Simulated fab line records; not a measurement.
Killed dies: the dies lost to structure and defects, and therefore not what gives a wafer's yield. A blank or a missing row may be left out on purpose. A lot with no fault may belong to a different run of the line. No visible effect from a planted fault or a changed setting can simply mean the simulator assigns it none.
Matching of chambers / flow nandHarc / 4 sister chambers for NHARC_A_STAIRCASE_ETCH_253 on rieDiel-12
The step etches the open film in C4F8/O2, target depth 50 nm, time 20.2 s. 4 wafers are shown with their chamber, then 9 later ones without.

WAFERS PAIRED WITH THEIR CHAMBERS
wafer=L087.1; chamber=3; rfVppV (V)=905
wafer=L087.6; chamber=0; rfVppV (V)=904
wafer=L091.4; chamber=1; rfVppV (V)=900
wafer=L091.6; chamber=2; rfVppV (V)=889

WAFERS MISSING THEIR CHAMBER
wafer=L092.1; rfVppV (V)=889
wafer=L092.2; rfVppV (V)=900
wafer=L092.3; rfVppV (V)=906
wafer=L095.2; rfVppV (V)=904
wafer=L095.3; rfVppV (V)=890
wafer=L095.6; rfVppV (V)=900
wafer=L096.1; rfVppV (V)=905
wafer=L096.2; rfVppV (V)=890
wafer=L096.6; rfVppV (V)=899

CHAMBER TAKEN BY EACH
wafer=L092.1; from the rows above=2; in truth=2
wafer=L092.2; from the rows above=1; in truth=1
wafer=L092.3; from the rows above=can't be placed: 3 or 0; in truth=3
wafer=L095.2; from the rows above=can't be placed: 0 or 3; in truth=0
wafer=L095.3; from the rows above=2; in truth=2
wafer=L095.6; from the rows above=1; in truth=1
wafer=L096.1; from the rows above=can't be placed: 3 or 0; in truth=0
wafer=L096.2; from the rows above=2; in truth=2
wafer=L096.6; from the rows above=1; in truth=1
6 of 9 placed correctly. Not placeable from these rows: 3 (in 3, the candidates include the true chamber). 0 placed wrongly.
How it was worked out, from the rows above alone: a wafer's distance from a chamber is the root of the sum, over the readings, of the square of ((its reading less the chamber's mean) divided by the reading's scatter). The wafer belongs to the nearest chamber; if the next one is less than 2 further off, it can't be placed. A chamber's mean is the mean of its shown wafers. The scatter (one wafer shown for each chamber): square how far every hidden wafer sits from the nearest shown wafer, average those squares and take the square root.
